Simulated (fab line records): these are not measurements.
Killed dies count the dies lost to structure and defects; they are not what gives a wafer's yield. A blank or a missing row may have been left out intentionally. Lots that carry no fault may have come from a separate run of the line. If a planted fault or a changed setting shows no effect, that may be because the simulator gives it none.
Chamber matching    flow n5-finfet    4 sister chambers for N5_BEOL_M0_SAQP_ALD_48 on ald-sin-04
The step deposits SiO2, target thk 20 nm, pulse time 1 s, co reactant pulse time 1 s. 4 wafers are shown with their chamber, then 9 later ones without.

## WAFERS, EACH WITH ITS CHAMBER
wafer   chamber  heater-power-w (W)
L079.1  3        92
L081.1  2        78
L082.3  0        73
L082.4  1        71

## WAFERS WITHOUT THEIR CHAMBER
wafer   heater-power-w (W)
L083.1  92
L083.5  71
L083.6  94
L086.1  92
L086.3  78
L086.6  94
L092.1  80
L092.2  70
L092.5  80

## CHAMBER TAKEN BY EACH
wafer   from the rows above      in truth
L083.1  3                        3
L083.5  can't be placed: 1 or 0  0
L083.6  3                        3
L086.1  3                        3
L086.3  2                        2
L086.6  3                        3
L092.1  2                        2
L092.2  can't be placed: 1 or 0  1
L092.5  2                        2
Correct placement for 7 of the 9. Unplaceable from these rows: 2, with the true chamber sitting among the candidates in 2. Number placed wrongly: 0.
How it was worked out, from the rows above alone: a wafer's distance from a chamber is the root of the sum, over the readings, of the square of ((its reading less the chamber's mean) divided by the reading's scatter). The wafer belongs to the nearest chamber; if the next one is less than 2 further off, it can't be placed. The mean given for a chamber averages the wafers shown for that chamber. The scatter: with one shown wafer a chamber, the root of the mean of the squares of how far each hidden wafer lies from its nearest shown one.
